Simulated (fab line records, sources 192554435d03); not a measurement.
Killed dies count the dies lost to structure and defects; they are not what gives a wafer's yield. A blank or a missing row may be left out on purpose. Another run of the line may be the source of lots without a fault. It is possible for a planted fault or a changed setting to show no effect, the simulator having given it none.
fab line records + flow n5-finfet + part 2 of 2: steps 5 to 6 of 6
[record]
- lots = 24
- wafers = 72
- last-day = 17
route steps=1938 shown BEOL_M0@718 BEOL_M1@752
lots with no fault: from the same line, run without faults
start-h: hours from the record's first day to the start of the lot's first wafer shown + wait-h: hours since the lot's step before + " as in the row above + L1.1+2: several wafers, shown together as one row + - value missing, or start not given + * or withheld: withheld + < > ~ a bound
route shown NAME@n: a module of which the file shows steps, and the number in the route of the first + usual: mean/standard deviation of fault-free wafers + same: alike in all rows + chamber/n: place in a boat + sites: readings site by site + _std_site: their standard deviation + _edge_site: mean of outer sites minus mean of inner sites + radius-mm: for every site, how far away it sits from the centre of the wafer + mask NAME#n: copy n + behind: the last tool/chamber to shape the wafer + hold: the reason the lot was held/the length of the hold in hours/how it ended + device: whichever transistor did not switch (one of n, p or np) + end of line: tests of these same wafers at the route's end + a step with no rows: only its recipe + killed: dies lost to structure and defects at the first sort, not the wafer's yield + map: per-die view of a wafer (x killed, . not killed, _ where there is no die)
set.NAME: the setting as run; set.NAME@STEP: as run at that earlier step + model.NAME: the simulator's own value behind a step, which no gauge read
the route's steps for a sample of lots (tables are steps, rows are wafers)
services: from which hour (start-h, from the record's first day; less than 0 if before it) a tool's chamber was out of use, for how many hours, and why
[[steps]]
[step N5_BEOL_M1_VIA_ETCH_34]
[recipe]
- chemistry = C4F6/O2
- target-depth-a = 678
- mask-material = SOC
- pressure-mtorr = 15
- ion-energy-ev = 250
- taper-deg = 4
- time-s = 64.4
- source-w = 350
- bias-w = 170
- Ar_flow_sccm = 300
- C4F6_flow_sccm = 10
- O2_flow_sccm = 10
[usual]
- drypump-motor-current-A = 5.9/0.49
- mfc-ar-sccm = 300.1/0.83
- oes-product-au = 0.74/0.06
- rf-vpp-V = 668/7.7
- showerhead-plenum-p-Torr = 2.85/0.098
- throttle-valve-pct = 30.71/0.2
| lot.wafer | tool        | chamber | start-h | wait-h | drypump-motor-current-A | mfc-ar-sccm | oes-product-au | rf-hours-counter-h | rf-vpp-V | showerhead-plenum-p-Torr | throttle-valve-pct |
|-----------|-------------|---------|---------|--------|-------------------------|-------------|----------------|--------------------|----------|--------------------------|--------------------|
| L074.1    | rie-diel-04 | 3       | 128.00  | 0.0    | 5.9                     | 300.4       | 0.73           | 162                | 679      | 2.97                     | 30.75              |
| L074.2    | "           | 2       | "       | "      | 5.4                     | 298.6       | 0.76           | 136                | 657      | 2.84                     | 30.51              |
| L074.3    | "           | 1       | "       | "      | 6.0                     | 299.7       | 0.74           | 145                | 661      | 2.95                     | 30.76              |
| L075.1    | rie-diel-02 | 1       | 138.16  | 0.0    | 6.2                     | 300.1       | 0.76           | 135                | 663      | 2.74                     | 30.66              |
| L075.3    | "           | 0       | "       | "      | 5.1                     | 298.4       | 0.82           | 87                 | 677      | 2.99                     | 30.57              |
| L075.5    | "           | 1       | "       | "      | 6.2                     | 299.7       | 0.76           | -                  | 661      | 2.74                     | 30.65              |
| L076.1    | rie-diel-03 | 3       | 149.68  | 0.0    | 5.3                     | 300.8       | 0.74           | 165                | 664      | 2.73                     | 31.01              |
| L076.4    | "           | 2       | "       | "      | 5.3                     | 300.3       | 0.73           | 185                | 660      | 2.82                     | 30.44              |
| L076.5    | "           | 3       | "       | "      | 5.3                     | 300.7       | 0.73           | -                  | 663      | 2.73                     | 31.00              |
| L077.1    | rie-diel-02 | 0       | 153.80  | 0.0    | 5.1                     | 299.9       | 0.81           | 92                 | 678      | 2.99                     | 30.58              |
| L077.3    | "           | 2       | "       | "      | 6.1                     | 301.5       | 0.73           | 152                | 664      | 2.82                     | 30.39              |
| L077.5    | "           | 0       | "       | "      | 5.1                     | 299.1       | 0.81           | -                  | 678      | 2.99                     | 30.59              |
| L078.1    | rie-diel-04 | 3       | 153.84  | 0.0    | 5.9                     | 299.5       | 0.71           | 170                | 677      | 2.96                     | 30.78              |
| L078.5    | "           | 3       | "       | "      | 5.9                     | 298.5       | 0.72           | -                  | 678      | 2.96                     | 30.78              |
| L078.6    | "           | 0       | "       | "      | 6.3                     | 299.5       | 0.73           | -                  | 675      | 2.72                     | 31.09              |
| L079.1    | rie-diel-02 | 1       | 160.41  | 0.0    | 6.2                     | 299.5       | 0.76           | 141                | 661      | 2.74                     | 30.67              |
| L079.3    | "           | 0       | "       | "      | 5.1                     | 301.2       | 0.81           | 94                 | 678      | 2.99                     | 30.58              |
| L079.5    | "           | 2       | "       | "      | 6.2                     | 299.7       | 0.74           | -                  | 664      | 2.82                     | 30.41              |
| L081.1    | rie-diel-02 | 1       | 168.13  | 0.0    | 6.1                     | 299.0       | 0.76           | 143                | 662      | 2.74                     | 30.68              |
| L081.3    | "           | 0       | "       | "      | 5.1                     | 303.1       | 0.81           | 96                 | 677      | 2.99                     | 30.59              |
| L081.5    | "           | 2       | "       | "      | 6.1                     | 300.4       | 0.73           | -                  | 663      | 2.82                     | 30.40              |
| L080.2    | rie-diel-03 | 3       | 168.17  | 0.0    | 5.3                     | 299.4       | 0.72           | 170                | 663      | 2.73                     | 31.01              |
| L080.3    | "           | 0       | "       | "      | 5.9                     | 300.4       | 0.69           | 232                | 666      | 2.71                     | 30.89              |
| L080.6    | "           | 1       | "       | "      | 6.5                     | 300.2       | 0.72           | -                  | 662      | 2.81                     | 30.61              |
| L082.2    | rie-diel-04 | 2       | 177.77  | 0.0    | 5.4                     | 301.3       | 0.75           | 151                | 659      | 2.84                     | 30.53              |
| L082.3    | "           | 1       | "       | "      | 6.0                     | 300.5       | 0.72           | 159                | 661      | 2.95                     | 30.79              |
| L082.5    | "           | 1       | "       | "      | 6.0                     | 299.2       | 0.72           | -                  | 660      | 2.95                     | 30.77              |
| L083.2    | rie-diel-04 | 1       | 182.00  | 0.0    | 6.0                     | 298.8       | 0.72           | 161                | 661      | 2.95                     | 30.78              |
| L083.3    | "           | 3       | "       | "      | 5.9                     | 300.2       | 0.71           | 178                | 677      | 2.96                     | 30.79              |
| L083.6    | "           | 1       | "       | "      | 6.0                     | 300.5       | 0.72           | -                  | 660      | 2.95                     | 30.79              |
| L084.1    | rie-diel-02 | 1       | 190.88  | 0.0    | 6.1                     | 300.7       | 0.75           | 151                | 662      | 2.74                     | 30.65              |
| L084.5    | "           | 2       | "       | "      | 6.2                     | 299.3       | 0.73           | -                  | 663      | 2.82                     | 30.42              |
| L084.6    | "           | 1       | "       | "      | 6.2                     | 300.2       | 0.76           | -                  | 662      | 2.74                     | 30.66              |
| L085.2    | rie-diel-02 | 1       | 201.55  | 0.0    | 6.2                     | 300.0       | 0.74           | 154                | 662      | 2.73                     | 30.67              |
| L085.3    | "           | 0       | "       | "      | 5.1                     | 300.9       | 0.80           | 107                | 677      | 2.98                     | 30.58              |
| L085.4    | "           | 3       | "       | "      | 6.6                     | 300.1       | 0.98           | 3                  | 673      | 2.92                     | 30.82              |
| L086.1    | rie-diel-03 | 0       | 201.55  | 0.0    | 5.9                     | 299.8       | 0.69           | 243                | 667      | 2.70                     | 30.90              |
| L086.3    | "           | 2       | "       | "      | 5.3                     | 298.9       | 0.72           | 201                | 659      | 2.81                     | 30.47              |
| L086.4    | "           | 1       | "       | "      | 6.5                     | 299.6       | 0.71           | -                  | 662      | 2.80                     | 30.63              |
| L088.2    | rie-diel-04 | 3       | 210.18  | 0.0    | 5.9                     | 300.4       | 0.70           | 186                | 679      | 2.96                     | 30.79              |
| L088.3    | "           | 0       | "       | "      | 6.4                     | 298.7       | 0.72           | 221                | 676      | 2.71                     | 31.10              |
| L088.5    | "           | 2       | "       | "      | 5.4                     | 300.8       | 0.74           | -                  | 657      | 2.83                     | 30.54              |
| L087.2    | rie-diel-02 | 2       | 222.68  | 0.0    | 6.1                     | 301.4       | 0.72           | 174                | 663      | 2.82                     | 30.42              |
| L087.3    | "           | 3       | "       | "      | 6.7                     | 300.6       | 0.96           | 8                  | 673      | 2.91                     | 30.84              |
| L087.5    | "           | 0       | "       | "      | 5.1                     | 300.4       | 0.80           | -                  | 676      | 2.98                     | 30.60              |
| L089.1    | rie-diel-04 | 1       | 225.73  | 0.0    | 6.0                     | 300.3       | 0.72           | 172                | 659      | 2.94                     | 30.77              |
| L089.2    | "           | 0       | "       | "      | 6.3                     | 299.1       | 0.72           | 226                | 674      | 2.71                     | 31.11              |
| L089.3    | "           | 2       | "       | "      | 5.4                     | 300.4       | 0.74           | 165                | 656      | 2.83                     | 30.55              |
| L090.1    | rie-diel-02 | 3       | 225.77  | 0.0    | 6.6                     | 300.3       | 0.95           | 9                  | 675      | 2.91                     | 30.84              |
| L090.5    | "           | 0       | "       | "      | 5.1                     | 300.1       | 0.79           | -                  | 677      | 2.98                     | 30.61              |
| L090.6    | "           | 1       | "       | "      | 6.2                     | 300.5       | 0.74           | -                  | 662      | 2.73                     | 30.68              |
| L092.1    | rie-diel-03 | 1       | 228.53  | 0.0    | 6.5                     | 300.6       | 0.71           | 196                | 662      | 2.80                     | 30.62              |
| L092.2    | "           | 3       | "       | "      | 5.3                     | 301.0       | 0.72           | 187                | 663      | 2.72                     | 31.03              |
| L092.4    | "           | 1       | "       | "      | 6.5                     | 299.3       | 0.71           | -                  | 662      | 2.80                     | 30.64              |
| L091.1    | rie-diel-04 | 1       | 229.15  | 0.0    | 6.0                     | 299.6       | 0.71           | 173                | 661      | 2.94                     | 30.79              |
| L091.3    | "           | 0       | "       | "      | 6.3                     | 300.2       | 0.72           | 227                | 673      | 2.71                     | 31.12              |
| L091.6    | "           | 2       | "       | "      | 5.4                     | 299.7       | 0.75           | -                  | 658      | 2.83                     | 30.57              |
| L093.3    | rie-diel-02 | 3       | 240.03  | 0.0    | 6.7                     | 299.5       | 0.93           | 14                 | 674      | 2.91                     | 30.83              |
| L093.5    | "           | 1       | "       | "      | 6.2                     | 300.2       | 0.73           | -                  | 662      | 2.73                     | 30.68              |
| L093.6    | "           | 0       | "       | "      | 5.1                     | 300.5       | 0.78           | -                  | 675      | 2.98                     | 30.61              |
| L094.2    | rie-diel-04 | 3       | 243.54  | 0.0    | 6.0                     | 301.1       | 0.70           | 197                | 680      | 2.95                     | 30.79              |
| L094.5    | "           | 3       | "       | "      | 5.9                     | 300.2       | 0.70           | -                  | 677      | 2.95                     | 30.80              |
| L094.6    | "           | 0       | "       | "      | 6.3                     | 299.4       | 0.71           | -                  | 674      | 2.71                     | 31.12              |
| L095.1    | rie-diel-04 | 1       | 253.32  | 0.0    | 6.0                     | 301.0       | 0.71           | 180                | 661      | 2.94                     | 30.78              |
| L095.2    | "           | 0       | "       | "      | 6.4                     | 299.4       | 0.71           | 234                | 674      | 2.71                     | 31.12              |
| L095.4    | "           | 3       | "       | "      | 6.0                     | 299.4       | 0.70           | -                  | 678      | 2.95                     | 30.81              |
| L096.4    | rie-diel-04 | 0       | 264.56  | 0.0    | 6.4                     | 300.1       | 0.70           | 238                | 674      | 2.70                     | 31.12              |
| L096.5    | "           | 1       | "       | "      | 6.1                     | 298.9       | 0.71           | -                  | 662      | 2.94                     | 30.79              |
| L096.6    | "           | 3       | "       | "      | 6.0                     | 300.3       | 0.70           | -                  | 677      | 2.95                     | 30.81              |
| L097.1    | rie-diel-02 | 1       | 265.26  | 0.0    | 6.2                     | 299.2       | 0.73           | 173                | 660      | 2.73                     | 30.68              |
| L097.2    | "           | 3       | "       | "      | 6.6                     | 300.3       | 0.91           | 19                 | 675      | 2.91                     | 30.85              |
| L097.6    | "           | 3       | "       | "      | 6.6                     | 299.3       | 0.91           | -                  | 674      | 2.91                     | 30.82              |
[step N5_BEOL_M1_ETCH_41]
[recipe]
- chemistry = CH3F/O2
- target = SiCN
- target-depth-a = 319
- taper-deg = 2
- time-s = 57.8
- ion-energy-ev = 120
- mask-material = TiN
- pressure-mtorr = 30
- source-w = 395
- bias-w = 75
- Ar_flow_sccm = 150
- CH3F_flow_sccm = 30
- O2_flow_sccm = 20
[usual]
- drypump-motor-current-A = 5.9/0.49
- mfc-ar-sccm = 150.1/0.47
- oes-product-au = 0.75/0.06
- rf-vpp-V = 297.4/1.7
- showerhead-plenum-p-Torr = 2.01/0.073
- throttle-valve-pct = 16.35/0.17
| lot.wafer | tool        | chamber | start-h | wait-h | drypump-motor-current-A | mfc-ar-sccm | oes-product-au | rf-hours-counter-h | rf-vpp-V | showerhead-plenum-p-Torr | throttle-valve-pct |
|-----------|-------------|---------|---------|--------|-------------------------|-------------|----------------|--------------------|----------|--------------------------|--------------------|
| L074.1    | rie-diel-04 | 3       | -       | -      | 6.0                     | 149.7       | 0.73           | 162                | 298.9    | 2.09                     | 16.35              |
| L074.2    | "           | 2       | "       | "      | 5.4                     | 150.3       | 0.77           | 136                | 298.0    | 2.00                     | 16.30              |
| L074.3    | "           | 1       | "       | "      | 6.0                     | 150.8       | 0.74           | 145                | 299.1    | 2.08                     | 16.33              |
| L075.1    | rie-diel-02 | 1       | -       | -      | 6.2                     | 150.7       | 0.77           | 135                | 296.4    | 1.93                     | 16.22              |
| L075.3    | "           | 0       | "       | "      | 5.1                     | 149.0       | 0.82           | 87                 | 299.4    | 2.11                     | 16.17              |
| L075.5    | "           | 1       | "       | "      | 6.1                     | 150.1       | 0.77           | -                  | 295.5    | 1.93                     | 16.23              |
| L076.1    | rie-diel-03 | 3       | -       | -      | 5.3                     | 149.5       | 0.73           | 165                | 295.6    | 1.92                     | 16.51              |
| L076.4    | "           | 2       | "       | "      | 5.3                     | 150.0       | 0.72           | 185                | 296.6    | 1.99                     | 16.13              |
| L076.5    | "           | 3       | "       | "      | 5.3                     | 149.6       | 0.73           | -                  | 294.6    | 1.92                     | 16.50              |
| L077.1    | rie-diel-02 | 0       | -       | -      | 5.1                     | 149.9       | 0.82           | 92                 | 299.3    | 2.11                     | 16.19              |
| L077.3    | "           | 2       | "       | "      | 6.2                     | 150.7       | 0.74           | 152                | 296.1    | 1.99                     | 16.17              |
| L077.5    | "           | 0       | "       | "      | 5.1                     | 149.6       | 0.81           | -                  | 300.4    | 2.11                     | 16.18              |
| L078.1    | rie-diel-04 | 3       | -       | -      | 5.9                     | 150.9       | 0.72           | 170                | 299.4    | 2.09                     | 16.37              |
| L078.5    | "           | 3       | "       | "      | 6.0                     | 150.2       | 0.72           | -                  | 299.0    | 2.09                     | 16.35              |
| L078.6    | "           | 0       | "       | "      | 6.3                     | 150.1       | 0.74           | -                  | 294.5    | 1.91                     | 16.68              |
| L079.1    | rie-diel-02 | 1       | -       | -      | 6.2                     | 150.1       | 0.77           | 141                | 295.7    | 1.92                     | 16.23              |
| L079.3    | "           | 0       | "       | "      | 5.1                     | 150.0       | 0.82           | 94                 | 300.5    | 2.10                     | 16.20              |
| L079.5    | "           | 2       | "       | "      | 6.1                     | 150.3       | 0.74           | -                  | 296.8    | 1.99                     | 16.17              |
| L081.1    | rie-diel-02 | 1       | -       | -      | 6.2                     | 150.5       | 0.76           | 143                | 296.2    | 1.92                     | 16.24              |
| L081.3    | "           | 0       | "       | "      | 5.1                     | 150.8       | 0.81           | 96                 | 300.1    | 2.10                     | 16.22              |
| L081.5    | "           | 2       | "       | "      | 6.1                     | 150.3       | 0.74           | -                  | 297.2    | 1.99                     | 16.19              |
| L080.2    | rie-diel-03 | 3       | -       | -      | 5.3                     | 149.9       | 0.74           | 170                | 296.8    | 1.91                     | 16.50              |
| L080.3    | "           | 0       | "       | "      | 5.9                     | 150.4       | 0.70           | 232                | 295.0    | 1.90                     | 16.54              |
| L080.6    | "           | 1       | "       | "      | 6.5                     | 149.1       | 0.73           | -                  | 296.4    | 1.98                     | 16.42              |
| L082.2    | rie-diel-04 | 2       | -       | -      | 5.4                     | 150.0       | 0.76           | 151                | 298.0    | 2.00                     | 16.33              |
| L082.3    | "           | 1       | "       | "      | 6.0                     | 149.7       | 0.74           | 160                | 299.4    | 2.08                     | 16.37              |
| L082.5    | "           | 1       | "       | "      | 6.0                     | 149.6       | 0.73           | -                  | 299.1    | 2.08                     | 16.38              |
| L083.2    | rie-diel-04 | 1       | -       | -      | 6.0                     | 149.1       | 0.73           | 161                | 298.9    | 2.08                     | 16.38              |
| L083.3    | "           | 3       | "       | "      | 5.9                     | 150.4       | 0.71           | 178                | 299.5    | 2.08                     | 16.37              |
| L083.6    | "           | 1       | "       | "      | 6.1                     | 150.1       | 0.72           | -                  | 298.4    | 2.08                     | 16.38              |
| L084.1    | rie-diel-02 | 1       | -       | -      | 6.1                     | 150.2       | 0.75           | 151                | 294.4    | 1.92                     | 16.26              |
| L084.5    | "           | 2       | "       | "      | 6.1                     | 150.4       | 0.72           | -                  | 295.7    | 1.98                     | 16.19              |
| L084.6    | "           | 1       | "       | "      | 6.2                     | 150.4       | 0.74           | -                  | 295.2    | 1.92                     | 16.25              |
| L085.2    | rie-diel-02 | 1       | -       | -      | 6.1                     | 149.2       | 0.75           | 154                | 295.5    | 1.92                     | 16.25              |
| L085.3    | "           | 0       | "       | "      | 5.1                     | 150.3       | 0.80           | 107                | 299.2    | 2.10                     | 16.22              |
| L085.4    | "           | 3       | "       | "      | 6.6                     | 148.7       | 0.98           | 3                  | 296.0    | 2.06                     | 16.14              |
| L086.1    | rie-diel-03 | 0       | -       | -      | 5.9                     | 150.0       | 0.69           | 243                | 293.4    | 1.90                     | 16.55              |
| L086.3    | "           | 2       | "       | "      | 5.3                     | 149.9       | 0.72           | 201                | 298.5    | 1.98                     | 16.16              |
| L086.4    | "           | 1       | "       | "      | 6.5                     | 151.0       | 0.72           | -                  | 298.1    | 1.98                     | 16.43              |
| L088.2    | rie-diel-04 | 3       | -       | -      | 6.0                     | 151.2       | 0.70           | 186                | 299.0    | 2.08                     | 16.39              |
| L088.3    | "           | 0       | "       | "      | 6.3                     | 149.9       | 0.72           | 221                | 295.0    | 1.90                     | 16.70              |
| L088.5    | "           | 2       | "       | "      | 5.4                     | 149.6       | 0.75           | -                  | 297.1    | 2.00                     | 16.34              |
| L087.2    | rie-diel-02 | 2       | -       | -      | 6.2                     | 150.3       | 0.72           | 174                | 297.3    | 1.98                     | 16.20              |
| L087.3    | "           | 3       | "       | "      | 6.6                     | 150.9       | 0.96           | 8                  | 298.1    | 2.06                     | 16.14              |
| L087.5    | "           | 0       | "       | "      | 5.1                     | 150.2       | 0.79           | -                  | 298.3    | 2.10                     | 16.22              |
| L089.1    | rie-diel-04 | 1       | -       | -      | 6.0                     | 150.7       | 0.72           | 172                | 299.1    | 2.08                     | 16.41              |
| L089.2    | "           | 0       | "       | "      | 6.3                     | 150.0       | 0.72           | 226                | 294.6    | 1.90                     | 16.70              |
| L089.3    | "           | 2       | "       | "      | 5.4                     | 150.6       | 0.74           | 165                | 297.5    | 1.99                     | 16.37              |
| L090.1    | rie-diel-02 | 3       | -       | -      | 6.6                     | 149.5       | 0.97           | 9                  | 298.3    | 2.06                     | 16.18              |
| L090.5    | "           | 0       | "       | "      | 5.1                     | 150.1       | 0.79           | -                  | 298.3    | 2.10                     | 16.23              |
| L090.6    | "           | 1       | "       | "      | 6.2                     | 150.3       | 0.74           | -                  | 295.7    | 1.92                     | 16.27              |
| L092.1    | rie-diel-03 | 1       | -       | -      | 6.5                     | 149.6       | 0.71           | 197                | 297.6    | 1.97                     | 16.45              |
| L092.2    | "           | 3       | "       | "      | 5.3                     | 149.8       | 0.72           | 187                | 295.8    | 1.91                     | 16.56              |
| L092.4    | "           | 1       | "       | "      | 6.5                     | 150.6       | 0.71           | -                  | 297.5    | 1.97                     | 16.45              |
| L091.1    | rie-diel-04 | 1       | -       | -      | 6.0                     | 150.3       | 0.71           | 173                | 300.3    | 2.08                     | 16.41              |
| L091.3    | "           | 0       | "       | "      | 6.3                     | 150.1       | 0.72           | 227                | 294.4    | 1.90                     | 16.73              |
| L091.6    | "           | 2       | "       | "      | 5.4                     | 150.9       | 0.73           | -                  | 298.2    | 1.99                     | 16.33              |
| L093.3    | rie-diel-02 | 3       | -       | -      | 6.6                     | 150.1       | 0.92           | 14                 | 299.6    | 2.05                     | 16.16              |
| L093.5    | "           | 1       | "       | "      | 6.2                     | 149.5       | 0.73           | -                  | 296.9    | 1.92                     | 16.29              |
| L093.6    | "           | 0       | "       | "      | 5.1                     | 149.2       | 0.78           | -                  | 298.8    | 2.10                     | 16.24              |
| L094.2    | rie-diel-04 | 3       | -       | -      | 5.9                     | 149.9       | 0.70           | 197                | 298.4    | 2.08                     | 16.39              |
| L094.5    | "           | 3       | "       | "      | 6.0                     | 150.1       | 0.70           | -                  | 298.4    | 2.08                     | 16.42              |
| L094.6    | "           | 0       | "       | "      | 6.3                     | 150.4       | 0.72           | -                  | 295.4    | 1.90                     | 16.71              |
| L095.1    | rie-diel-04 | 1       | -       | -      | 6.0                     | 150.2       | 0.72           | 180                | 298.4    | 2.07                     | 16.41              |
| L095.2    | "           | 0       | "       | "      | 6.4                     | 149.6       | 0.72           | 234                | 295.4    | 1.90                     | 16.72              |
| L095.4    | "           | 3       | "       | "      | 5.9                     | 150.4       | 0.70           | -                  | 298.6    | 2.08                     | 16.40              |
| L096.4    | rie-diel-04 | 0       | -       | -      | 6.3                     | 149.9       | 0.71           | -                  | 294.5    | 1.89                     | 16.74              |
| L096.5    | "           | 1       | "       | "      | 6.0                     | 150.2       | 0.71           | -                  | 298.3    | 2.07                     | 16.42              |
| L096.6    | "           | 3       | "       | "      | 5.9                     | 150.4       | 0.69           | -                  | 299.0    | 2.08                     | 16.42              |
| L097.1    | rie-diel-02 | 1       | -       | -      | 6.2                     | 150.1       | 0.74           | 173                | 295.0    | 1.91                     | 16.28              |
| L097.2    | "           | 3       | "       | "      | 6.7                     | 150.1       | 0.92           | 19                 | 298.6    | 2.05                     | 16.18              |
| L097.6    | "           | 3       | "       | "      | 6.7                     | 149.9       | 0.92           | -                  | 299.4    | 2.05                     | 16.17              |
[[services]]
| tool           | chamber | start-h | hours | kind                          |
|----------------|---------|---------|-------|-------------------------------|
| pvd-sputter-02 | -       | 97.01   | 1.7   | repair                        |
| rie-diel-02    | -       | 104.66  | 0.8   | repair                        |
| rie-diel-05    | 0       | 110.92  | 6.6   | repair                        |
| pvd-sputter-02 | -       | 114.88  | 19.9  | repair                        |
| rie-diel-06    | 1       | 116.06  | 7.0   | repair                        |
| rie-diel-04    | -       | 117.44  | 2.2   | repair                        |
| rie-diel-03    | 2       | 119.39  | 6.6   | repair                        |
| rie-diel-02    | -       | 126.83  | 2.8   | pm                            |
| pvd-sputter-01 | -       | 143.08  | 4.3   | repair                        |
| rie-diel-02    | 3       | 178.90  | -     | clean                         |
| rie-diel-02    | 3       | 178.90  | -     | consumable-replace:focus-ring |
| rie-diel-02    | 3       | 178.90  | 12.8  | scheduled-down                |
| rie-diel-02    | 3       | 178.90  | 12.8  | vent-cycle                    |
| pecvd-01       | 2       | 194.03  | 10.1  | repair                        |
| rie-diel-01    | 1       | 194.65  | 3.8   | repair                        |
| pecvd-01       | -       | 196.98  | 0.2   | repair                        |
| rie-diel-05    | 1       | 208.51  | 1.2   | repair                        |
| rie-diel-02    | 3       | 210.65  | 2.9   | repair                        |
| rie-diel-05    | 0       | 212.49  | -     | clean                         |
| rie-diel-06    | -       | 229.49  | 2.8   | pm                            |
| pecvd-01       | 2       | 247.92  | 5.4   | repair                        |
| rie-diel-04    | 2       | 248.97  | 8.5   | repair                        |
| rie-diel-02    | 3       | 249.69  | 7.0   | repair                        |
| rie-diel-05    | 1       | 251.98  | 3.1   | repair                        |
